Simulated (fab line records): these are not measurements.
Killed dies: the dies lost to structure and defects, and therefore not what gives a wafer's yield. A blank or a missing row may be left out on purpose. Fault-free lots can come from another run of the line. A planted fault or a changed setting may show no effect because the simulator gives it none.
fab line records :: flow nandHarc :: part 2 of 2: steps 22 to 30 of 30
[record]
  lots = 5
  wafers = 15
  lastDay = 23
route steps=1159 shown A_CONTACT@929
lots that met no fault: taken from a fault-free run of the same line
startH: hours from the record's first day to the start of the lot's first wafer shown :: waitH: time in hours since the lot's previous step :: " same as the row above :: L1.1+2: a row that stands for several wafers :: - no value, or no start was given :: * or withheld: withheld :: < > ~ a bound
route shown NAME@n: names a module that has steps shown in the file, with the first one's number in the route :: usual: mean/standard deviation of fault-free wafers :: same: alike in all rows :: chamber/n: place in a boat :: sites: readings site by site :: _std_site: standard deviation across them :: _edge_site: mean of outer sites minus mean of inner sites :: radiusMm: for every site, how far away it sits from the centre of the wafer :: mask NAME#n: copy n :: behind: the last tool/chamber to shape the wafer :: hold: reason for holding the lot/hours on hold/outcome of the hold :: device: whichever transistor did not switch (one of n, p or np) :: end of line: tests of these same wafers at the route's end :: step lacking rows: just its recipe :: killed: not the wafer's yield, but the dies lost to structure and defects at the first sort :: map: a wafer's dies, x killed, . not, _ none there
set.NAME: the setting the step ran with; set.NAME@STEP: the setting that earlier step ran with :: model.NAME: the simulator's own value behind a step, which no gauge read
lots at some steps of the route; a table a step, a row a wafer
services: a tool's chamber out of use, with start hour (startH, from the record's first day; less than 0 if before it), hours out, and reason
[[steps]]
[step NHARC_A_CONTACT_ETCH_98]
[recipe]
  targetDepthA = 200
  overEtchFrac = 0.5
  timeS = 10
  ionEnergyEv = 250
  c4f6FlowSccm = 25
  o2FlowSccm = 20
  arFlowSccm = 500
  rfW = 600
  biasW = 500
  chemistry = C4F6/O2
[usual]
  drypumpMotorCurrentA = 5.9/0.41
  oesProductAu = 0.963/0.026
  rfVppV = 548/3.2
  showerheadPlenumPTorr = 3.96/0.15
  throttleValvePct = 26.902/0.0094
lot.wafer: L076.1
tool: rieDiel-07
chamber: 3
startH: -
waitH: -
drypumpMotorCurrentA: 6.0
oesProductAu: 0.927
rfHoursCounterH: 31
rfVppV: 547
showerheadPlenumPTorr: 3.94
throttleValvePct: 26.902

lot.wafer: L076.3
tool: rieDiel-07
chamber: 2
startH: -
waitH: -
drypumpMotorCurrentA: 5.5
oesProductAu: 0.941
rfHoursCounterH: 30
rfVppV: 543
showerheadPlenumPTorr: 3.71
throttleValvePct: 26.911

lot.wafer: L076.5
tool: rieDiel-07
chamber: 0
startH: -
waitH: -
drypumpMotorCurrentA: 6.4
oesProductAu: 0.922
rfHoursCounterH: -
rfVppV: 549
showerheadPlenumPTorr: 4.07
throttleValvePct: 26.910

lot.wafer: L085.3
tool: rieDiel-09
chamber: 0
startH: -
waitH: -
drypumpMotorCurrentA: 6.0
oesProductAu: 0.965
rfHoursCounterH: 8
rfVppV: 547
showerheadPlenumPTorr: 3.98
throttleValvePct: 26.897

lot.wafer: L085.6
tool: rieDiel-09
chamber: 2
startH: -
waitH: -
drypumpMotorCurrentA: 5.8
oesProductAu: 0.960
rfHoursCounterH: -
rfVppV: 551
showerheadPlenumPTorr: 4.14
throttleValvePct: 26.883

lot.wafer: L085.5
tool: rieDiel-09
chamber: 3
startH: -
waitH: -
drypumpMotorCurrentA: 5.1
oesProductAu: 0.980
rfHoursCounterH: -
rfVppV: 550
showerheadPlenumPTorr: 4.08
throttleValvePct: 26.907

lot.wafer: L083.2
tool: rieDiel-07
chamber: 0
startH: -
waitH: -
drypumpMotorCurrentA: 6.3
oesProductAu: 0.944
rfHoursCounterH: 10
rfVppV: 549
showerheadPlenumPTorr: 4.06
throttleValvePct: 26.905

lot.wafer: L083.4
tool: rieDiel-07
chamber: 1
startH: -
waitH: -
drypumpMotorCurrentA: 6.2
oesProductAu: 0.970
rfHoursCounterH: 10
rfVppV: 546
showerheadPlenumPTorr: 3.84
throttleValvePct: 26.894

lot.wafer: L083.5
tool: rieDiel-07
chamber: 0
startH: -
waitH: -
drypumpMotorCurrentA: 6.3
oesProductAu: 0.939
rfHoursCounterH: -
rfVppV: 550
showerheadPlenumPTorr: 4.06
throttleValvePct: 26.896

lot.wafer: L086.2
tool: rieDiel-09
chamber: 3
startH: -
waitH: -
drypumpMotorCurrentA: 5.1
oesProductAu: 1.029
rfHoursCounterH: 11
rfVppV: 549
showerheadPlenumPTorr: 4.07
throttleValvePct: 26.898

lot.wafer: L086.4
tool: rieDiel-09
chamber: 1
startH: -
waitH: -
drypumpMotorCurrentA: 5.7
oesProductAu: 0.986
rfHoursCounterH: 12
rfVppV: 546
showerheadPlenumPTorr: 3.92
throttleValvePct: 26.899

lot.wafer: L086.5
tool: rieDiel-09
chamber: 3
startH: -
waitH: -
drypumpMotorCurrentA: 5.1
oesProductAu: 1.029
rfHoursCounterH: -
rfVppV: 550
showerheadPlenumPTorr: 4.07
throttleValvePct: 26.892

lot.wafer: L090.1
tool: rieDiel-10
chamber: 0
startH: 481.80
waitH: 0.2
drypumpMotorCurrentA: 6.1
oesProductAu: 0.959
rfHoursCounterH: 48
rfVppV: 544
showerheadPlenumPTorr: 3.84
throttleValvePct: 26.902

lot.wafer: L090.3
tool: rieDiel-10
chamber: 2
startH: 481.80
waitH: 0.2
drypumpMotorCurrentA: 6.6
oesProductAu: 0.969
rfHoursCounterH: -
rfVppV: 553
showerheadPlenumPTorr: 4.16
throttleValvePct: 26.906

lot.wafer: L090.4
tool: rieDiel-10
chamber: 0
startH: 481.80
waitH: 0.2
drypumpMotorCurrentA: 6.1
oesProductAu: 0.964
rfHoursCounterH: -
rfVppV: 546
showerheadPlenumPTorr: 3.84
throttleValvePct: 26.921
[step NHARC_A_CONTACT_CD_MEAS_15]
[usual]
  cdNm = 89.9/0.61
lot.wafer: L076.1
tool: cdSem-03
chamber: -
startH: 403.21
waitH: -
cdNm: 90.6

lot.wafer: L076.3
tool: cdSem-03
chamber: -
startH: 403.21
waitH: -
cdNm: 89.6

lot.wafer: L076.5
tool: cdSem-03
chamber: -
startH: 403.21
waitH: -
cdNm: 90.5

lot.wafer: L085.3
tool: cdSem-01
chamber: -
startH: 468.24
waitH: -
cdNm: 89.4

lot.wafer: L085.5
tool: cdSem-01
chamber: -
startH: 468.24
waitH: -
cdNm: 90.0

lot.wafer: L085.6
tool: cdSem-01
chamber: -
startH: 468.24
waitH: -
cdNm: 90.3

lot.wafer: L083.2
tool: cdSem-03
chamber: -
startH: 469.06
waitH: -
cdNm: 89.1

lot.wafer: L083.4
tool: cdSem-03
chamber: -
startH: 469.06
waitH: -
cdNm: 89.8

lot.wafer: L083.5
tool: cdSem-03
chamber: -
startH: 469.06
waitH: -
cdNm: 89.0

lot.wafer: L086.2
tool: cdSem-02
chamber: -
startH: 474.42
waitH: -
cdNm: 91.0

lot.wafer: L086.4
tool: cdSem-02
chamber: -
startH: 474.42
waitH: -
cdNm: 91.2

lot.wafer: L086.5
tool: cdSem-02
chamber: -
startH: 474.42
waitH: -
cdNm: 91.0

lot.wafer: L090.1
tool: cdSem-02
chamber: -
startH: 481.89
waitH: 0.1
cdNm: 89.3

lot.wafer: L090.3
tool: cdSem-02
chamber: -
startH: 481.89
waitH: 0.1
cdNm: 89.5

lot.wafer: L090.4
tool: cdSem-02
chamber: -
startH: 481.89
waitH: 0.1
cdNm: 89.7
[step NHARC_A_CONTACT_STRIP_107]
[recipe]
  n2FlowSccm = 150
  h2FlowSccm = 150
  arFlowSccm = 0
  biasW = 0
  chemistry = N2/H2
lot.wafer: L076.1+3+5
tool: rieDiel-07
chamber: 0,2,1
startH: 403.28
waitH: 0.1

lot.wafer: L085.3+5+6
tool: rieDiel-09
chamber: 1,2,3
startH: 468.34
waitH: 0.1

lot.wafer: L083.2+4+5
tool: rieDiel-07
chamber: 2,0,2
startH: 469.14
waitH: 0.1

lot.wafer: L086.2+5+4
tool: rieDiel-07
chamber: 1,2,3
startH: 474.52
waitH: 0.1

lot.wafer: L090.1+3+4
tool: rieDiel-10
chamber: 2,0,2
startH: 481.98
waitH: 0.1
[step NHARC_A_CONTACT_STRIP_108]
[recipe]
  cf4FlowSccm = 100
  chf3FlowSccm = 30
  arFlowSccm = 0
  biasW = 0
  chemistry = CF4/CHF3
lot.wafer: L076.1+3+5
tool: rieDiel-07
chamber: 2,3,3
startH: 403.37
waitH: 0.1

lot.wafer: L085.3+6+5
tool: rieDiel-09
chamber: 3,3,0
startH: 468.41
waitH: 0.1

lot.wafer: L083.4+2+5
tool: rieDiel-07
chamber: 3,1,2
startH: 469.23
waitH: 0.1

lot.wafer: L086.2+4+5
tool: rieDiel-07
chamber: 1,3,1
startH: 475.11
waitH: 0.6

lot.wafer: L090.1+4+3
tool: rieDiel-10
chamber: 2,2,0
startH: 482.12
waitH: 0.1
[step NHARC_A_CONTACT_STRIP_109]
[recipe]
  o2FlowSccm = 400
  cosFlowSccm = 20
  arFlowSccm = 0
  biasW = 0
  chemistry = O2/COS
lot.wafer: L076.3+1+5
tool: rieDiel-07
chamber: 2,0,1
startH: 403.44
waitH: 0.1

lot.wafer: L085.3+5+6
tool: rieDiel-09
chamber: 3,0,1
startH: 468.48
waitH: 0.1

lot.wafer: L083.2+4+5
tool: rieDiel-07
chamber: 0,1,0
startH: 469.29
waitH: 0.1

lot.wafer: L086.2+4+5
tool: rieDiel-07
chamber: 1,1,2
startH: 475.17
waitH: 0.1

lot.wafer: L090.1+4+3
tool: rieDiel-10
chamber: 0,2,0
startH: 482.20
waitH: 0.1
[step NHARC_A_CONTACT_ETCH_110]
[recipe]
  targetDepthA = 500
  overetchA = 50
  timeS = 27.5
  ionEnergyEv = 100
  cf4FlowSccm = 80
  o2FlowSccm = 20
  arFlowSccm = 0
  rfW = 300
  biasW = 100
  chemistry = CF4/O2
[usual]
  cf4FlowSccm = 79.96/0.23
  drypumpMotorCurrentA = 5.9/0.43
  oesProductAu = 1.000/0.014
  rfVppV = 198.1/1.3
  showerheadPlenumPTorr = 1.35/0.053
  throttleValvePct = 13.397/0.0086
lot.wafer: L076.3
tool: rieDiel-07
chamber: 0
startH: 403.50
waitH: 0.1
cf4FlowSccm: 80.13
drypumpMotorCurrentA: 6.4
oesProductAu: 0.990
rfHoursCounterH: 29
rfVppV: 199.0
showerheadPlenumPTorr: 1.39
throttleValvePct: 13.390

lot.wafer: L076.1
tool: rieDiel-07
chamber: 2
startH: 403.50
waitH: 0.1
cf4FlowSccm: 79.86
drypumpMotorCurrentA: 5.5
oesProductAu: 0.980
rfHoursCounterH: 30
rfVppV: 198.0
showerheadPlenumPTorr: 1.26
throttleValvePct: 13.390

lot.wafer: L076.5
tool: rieDiel-07
chamber: 1
startH: 403.50
waitH: 0.1
cf4FlowSccm: 79.64
drypumpMotorCurrentA: 6.2
oesProductAu: 1.014
rfHoursCounterH: -
rfVppV: 196.6
showerheadPlenumPTorr: 1.31
throttleValvePct: 13.405

lot.wafer: L085.3
tool: rieDiel-09
chamber: 3
startH: 468.53
waitH: 0.1
cf4FlowSccm: 80.14
drypumpMotorCurrentA: 5.1
oesProductAu: 1.024
rfHoursCounterH: 9
rfVppV: 199.3
showerheadPlenumPTorr: 1.39
throttleValvePct: 13.404

lot.wafer: L085.6
tool: rieDiel-09
chamber: 2
startH: 468.53
waitH: 0.1
cf4FlowSccm: 80.02
drypumpMotorCurrentA: 5.8
oesProductAu: 0.991
rfHoursCounterH: -
rfVppV: 200.6
showerheadPlenumPTorr: 1.42
throttleValvePct: 13.389

lot.wafer: L085.5
tool: rieDiel-09
chamber: 3
startH: 468.53
waitH: 0.1
cf4FlowSccm: 80.36
drypumpMotorCurrentA: 5.1
oesProductAu: 1.020
rfHoursCounterH: -
rfVppV: 198.9
showerheadPlenumPTorr: 1.39
throttleValvePct: 13.384

lot.wafer: L083.2
tool: rieDiel-07
chamber: 2
startH: 469.40
waitH: 0.1
cf4FlowSccm: 80.02
drypumpMotorCurrentA: 5.5
oesProductAu: 1.032
rfHoursCounterH: 10
rfVppV: 196.5
showerheadPlenumPTorr: 1.25
throttleValvePct: 13.391

lot.wafer: L083.4
tool: rieDiel-07
chamber: 1
startH: 469.40
waitH: 0.1
cf4FlowSccm: 79.96
drypumpMotorCurrentA: 6.2
oesProductAu: 1.014
rfHoursCounterH: 10
rfVppV: 196.5
showerheadPlenumPTorr: 1.30
throttleValvePct: 13.396

lot.wafer: L083.5
tool: rieDiel-07
chamber: 2
startH: 469.40
waitH: 0.1
cf4FlowSccm: 79.92
drypumpMotorCurrentA: 5.5
oesProductAu: 1.026
rfHoursCounterH: -
rfVppV: 196.6
showerheadPlenumPTorr: 1.25
throttleValvePct: 13.402

lot.wafer: L086.2
tool: rieDiel-07
chamber: 2
startH: 475.25
waitH: 0.1
cf4FlowSccm: 79.82
drypumpMotorCurrentA: 5.5
oesProductAu: 1.024
rfHoursCounterH: 13
rfVppV: 197.1
showerheadPlenumPTorr: 1.25
throttleValvePct: 13.395

lot.wafer: L086.5
tool: rieDiel-07
chamber: 3
startH: 475.25
waitH: 0.1
cf4FlowSccm: 79.83
drypumpMotorCurrentA: 6.0
oesProductAu: 1.001
rfHoursCounterH: -
rfVppV: 198.2
showerheadPlenumPTorr: 1.34
throttleValvePct: 13.392

lot.wafer: L086.4
tool: rieDiel-07
chamber: 2
startH: 475.25
waitH: 0.1
cf4FlowSccm: 79.79
drypumpMotorCurrentA: 5.5
oesProductAu: 1.022
rfHoursCounterH: -
rfVppV: 195.9
showerheadPlenumPTorr: 1.25
throttleValvePct: 13.398

lot.wafer: L090.1
tool: rieDiel-10
chamber: 0
startH: 482.28
waitH: 0.1
cf4FlowSccm: 79.83
drypumpMotorCurrentA: 6.0
oesProductAu: 0.997
rfHoursCounterH: 48
rfVppV: 197.9
showerheadPlenumPTorr: 1.30
throttleValvePct: 13.382

lot.wafer: L090.4
tool: rieDiel-10
chamber: 2
startH: 482.28
waitH: 0.1
cf4FlowSccm: 79.65
drypumpMotorCurrentA: 6.6
oesProductAu: 1.012
rfHoursCounterH: -
rfVppV: 198.7
showerheadPlenumPTorr: 1.42
throttleValvePct: 13.382

lot.wafer: L090.3
tool: rieDiel-10
chamber: 0
startH: 482.28
waitH: 0.1
cf4FlowSccm: 80.07
drypumpMotorCurrentA: 6.1
oesProductAu: 1.005
rfHoursCounterH: -
rfVppV: 196.3
showerheadPlenumPTorr: 1.30
throttleValvePct: 13.400
[step NHARC_A_CONTACT_STRIP_26]
[recipe]
  o2FlowSccm = 500
  arFlowSccm = 0
  biasW = 0
  chemistry = O2
[usual]
  drypumpMotorCurrentA = 5.9/0.42
  oesProductAu = 1.000/0.016
  rfVppV = 57.9/0.86
  showerheadPlenumPTorr = 3.55/0.13
  throttleValvePct = 17.037/0.0086
lot.wafer: L076.3
tool: rieDiel-07
chamber: 3
startH: -
waitH: -
drypumpMotorCurrentA: 6.0
oesProductAu: 0.977
rfHoursCounterH: 31
rfVppV: 57.7
showerheadPlenumPTorr: 3.54
throttleValvePct: 17.041

lot.wafer: L076.1
tool: rieDiel-07
chamber: 1
startH: -
waitH: -
drypumpMotorCurrentA: 6.2
oesProductAu: 1.011
rfHoursCounterH: 30
rfVppV: 58.8
showerheadPlenumPTorr: 3.45
throttleValvePct: 17.040

lot.wafer: L076.5
tool: rieDiel-07
chamber: 2
startH: -
waitH: -
drypumpMotorCurrentA: 5.6
oesProductAu: 0.992
rfHoursCounterH: -
rfVppV: 57.0
showerheadPlenumPTorr: 3.33
throttleValvePct: 17.041

lot.wafer: L085.3
tool: rieDiel-09
chamber: 1
startH: -
waitH: -
drypumpMotorCurrentA: 5.7
oesProductAu: 0.973
rfHoursCounterH: 10
rfVppV: 58.3
showerheadPlenumPTorr: 3.52
throttleValvePct: 17.046

lot.wafer: L085.6
tool: rieDiel-09
chamber: 1
startH: -
waitH: -
drypumpMotorCurrentA: 5.8
oesProductAu: 0.974
rfHoursCounterH: -
rfVppV: 57.0
showerheadPlenumPTorr: 3.52
throttleValvePct: 17.028

lot.wafer: L085.5
tool: rieDiel-09
chamber: 2
startH: -
waitH: -
drypumpMotorCurrentA: 5.7
oesProductAu: 0.989
rfHoursCounterH: -
rfVppV: 59.0
showerheadPlenumPTorr: 3.73
throttleValvePct: 17.037

lot.wafer: L083.4
tool: rieDiel-07
chamber: 2
startH: -
waitH: -
drypumpMotorCurrentA: 5.5
oesProductAu: 1.025
rfHoursCounterH: 10
rfVppV: 58.1
showerheadPlenumPTorr: 3.32
throttleValvePct: 17.030

lot.wafer: L083.2
tool: rieDiel-07
chamber: 3
startH: -
waitH: -
drypumpMotorCurrentA: 6.0
oesProductAu: 1.003
rfHoursCounterH: 11
rfVppV: 58.9
showerheadPlenumPTorr: 3.54
throttleValvePct: 17.040

lot.wafer: L083.5
tool: rieDiel-07
chamber: 1
startH: -
waitH: -
drypumpMotorCurrentA: 6.2
oesProductAu: 1.018
rfHoursCounterH: -
rfVppV: 58.3
showerheadPlenumPTorr: 3.45
throttleValvePct: 17.044

lot.wafer: L086.2
tool: rieDiel-07
chamber: 3
startH: -
waitH: -
drypumpMotorCurrentA: 6.0
oesProductAu: 0.996
rfHoursCounterH: 14
rfVppV: 57.5
showerheadPlenumPTorr: 3.54
throttleValvePct: 17.025

lot.wafer: L086.5
tool: rieDiel-07
chamber: 3
startH: -
waitH: -
drypumpMotorCurrentA: 6.0
oesProductAu: 1.013
rfHoursCounterH: -
rfVppV: 57.5
showerheadPlenumPTorr: 3.54
throttleValvePct: 17.046

lot.wafer: L086.4
tool: rieDiel-07
chamber: 1
startH: -
waitH: -
drypumpMotorCurrentA: 6.2
oesProductAu: 1.007
rfHoursCounterH: -
rfVppV: 57.0
showerheadPlenumPTorr: 3.45
throttleValvePct: 17.030

lot.wafer: L090.1
tool: rieDiel-10
chamber: 2
startH: 482.36
waitH: 0.1
drypumpMotorCurrentA: 6.6
oesProductAu: 1.012
rfHoursCounterH: 44
rfVppV: 57.7
showerheadPlenumPTorr: 3.75
throttleValvePct: 17.045

lot.wafer: L090.4
tool: rieDiel-10
chamber: 2
startH: 482.36
waitH: 0.1
drypumpMotorCurrentA: 6.6
oesProductAu: 1.005
rfHoursCounterH: -
rfVppV: 58.5
showerheadPlenumPTorr: 3.75
throttleValvePct: 17.018

lot.wafer: L090.3
tool: rieDiel-10
chamber: 0
startH: 482.36
waitH: 0.1
drypumpMotorCurrentA: 6.1
oesProductAu: 1.012
rfHoursCounterH: -
rfVppV: 57.2
showerheadPlenumPTorr: 3.45
throttleValvePct: 17.042
[step NHARC_A_CONTACT_STRIP_27]
[recipe]
  timeS = 600
  tempC = 30
  chemistry = postEtchResidueRemover
lot.wafer: L076.3+5+1
tool: wetBench-03
chamber: 7,2,3
startH: 403.88
waitH: -

lot.wafer: L085.3+6+5
tool: wetBench-05
chamber: 0,1,3
startH: 468.90
waitH: -

lot.wafer: L083.2+5+4
tool: wetBench-03
chamber: 7,1,4
startH: 469.78
waitH: -

lot.wafer: L086.5+4+2
tool: wetBench-09
chamber: 4,7,1
startH: 475.68
waitH: -

lot.wafer: L090.4+1+3
tool: wetBench-09
chamber: 5,0,1
startH: 482.85
waitH: 0.3
[step NHARC_A_CONTACT_ALD_18]
[recipe]
  targetThkA = 30
  pulseTimeS = 1
  aldCycles = 150
  tempC = 450
  material = TiN
[usual]
  heaterPowerW = 1122/67
  precursorPulseHeightRel = 1.000/0.019
lot.wafer: L076.3
tool: aldMetal-04
chamber: 0
startH: 404.16
waitH: -
heaterPowerW: 1146
precursorPulseHeightRel: 0.984

lot.wafer: L076.1
tool: aldMetal-04
chamber: 1
startH: 404.16
waitH: -
heaterPowerW: 1068
precursorPulseHeightRel: 1.036

lot.wafer: L076.5
tool: aldMetal-04
chamber: 0
startH: 404.16
waitH: -
heaterPowerW: 1108
precursorPulseHeightRel: 1.001

lot.wafer: L085.3
tool: aldMetal-01
chamber: 1
startH: 469.24
waitH: -
heaterPowerW: 1055
precursorPulseHeightRel: 1.008

lot.wafer: L085.5
tool: aldMetal-01
chamber: 2
startH: 469.24
waitH: -
heaterPowerW: 1252
precursorPulseHeightRel: 0.987

lot.wafer: L085.6
tool: aldMetal-01
chamber: 3
startH: 469.24
waitH: -
heaterPowerW: 1097
precursorPulseHeightRel: 1.014

lot.wafer: L083.2
tool: aldMetal-03
chamber: 2
startH: 470.04
waitH: -
heaterPowerW: 1098
precursorPulseHeightRel: 1.005

lot.wafer: L083.4
tool: aldMetal-03
chamber: 0
startH: 470.04
waitH: -
heaterPowerW: 1032
precursorPulseHeightRel: 1.001

lot.wafer: L083.5
tool: aldMetal-03
chamber: 2
startH: 470.04
waitH: -
heaterPowerW: 1110
precursorPulseHeightRel: 1.007

lot.wafer: L086.2
tool: aldMetal-04
chamber: 3
startH: 475.97
waitH: -
heaterPowerW: 1065
precursorPulseHeightRel: 0.971

lot.wafer: L086.4
tool: aldMetal-04
chamber: 2
startH: 475.97
waitH: -
heaterPowerW: 1108
precursorPulseHeightRel: 0.991

lot.wafer: L086.5
tool: aldMetal-04
chamber: 3
startH: 475.97
waitH: -
heaterPowerW: 1035
precursorPulseHeightRel: 1.019

lot.wafer: L090.3
tool: aldMetal-04
chamber: 3
startH: 483.13
waitH: -
heaterPowerW: 1027
precursorPulseHeightRel: 1.007

lot.wafer: L090.1
tool: aldMetal-04
chamber: 1
startH: 483.13
waitH: -
heaterPowerW: 1109
precursorPulseHeightRel: 1.008

lot.wafer: L090.4
tool: aldMetal-04
chamber: 1
startH: 483.13
waitH: -
heaterPowerW: 1073
precursorPulseHeightRel: 0.976
[[services]]
tool: rieDiel-07
chamber: 0
startH: 384.37
hours: -
kind: clean

tool: rieDiel-07
chamber: 1
startH: 384.37
hours: -
kind: clean

tool: rieDiel-07
chamber: 2
startH: 384.37
hours: -
kind: clean

tool: rieDiel-07
chamber: 3
startH: 384.37
hours: -
kind: clean

tool: rieDiel-07
chamber: 0
startH: 399.53
hours: 2.7
kind: repair

tool: rieDiel-07
chamber: -
startH: 405.22
hours: 9.0
kind: pm

tool: rieDiel-07
chamber: 0
startH: 405.22
hours: 9.0
kind: ventCycle

tool: rieDiel-07
chamber: 1
startH: 405.22
hours: 9.0
kind: ventCycle

tool: rieDiel-07
chamber: 2
startH: 405.22
hours: 9.0
kind: ventCycle

tool: aldMetal-04
chamber: -
startH: 406.00
hours: 10.0
kind: pm

tool: aldMetal-03
chamber: 0
startH: 410.25
hours: 14.4
kind: repair

tool: arfiScanner-03
chamber: -
startH: 416.83
hours: 0.6
kind: repair

tool: aldMetal-03
chamber: -
startH: 417.13
hours: 1.3
kind: repair

tool: arfiScanner-02
chamber: -
startH: 428.00
hours: 4.0
kind: pm

tool: rieDiel-09
chamber: -
startH: 431.35
hours: 9.0
kind: pm

tool: rieDiel-07
chamber: 1
startH: 431.74
hours: 1.5
kind: repair

tool: lithoTrack-01
chamber: -
startH: 443.00
hours: 7.0
kind: pm

tool: aldMetal-03
chamber: -
startH: 444.64
hours: 12.5
kind: repair

tool: arfiScanner-03
chamber: -
startH: 456.51
hours: 0.3
kind: repair

tool: aldMetal-01
chamber: -
startH: 458.00
hours: 10.0
kind: pm

tool: rieDiel-10
chamber: 3
startH: 460.06
hours: 4.1
kind: repair

tool: wetBench-09
chamber: -
startH: 464.84
hours: 8.0
kind: pm

tool: lithoTrack-06
chamber: -
startH: 467.00
hours: 7.0
kind: pm

tool: rieDiel-10
chamber: 3
startH: 479.12
hours: 10.5
kind: repair
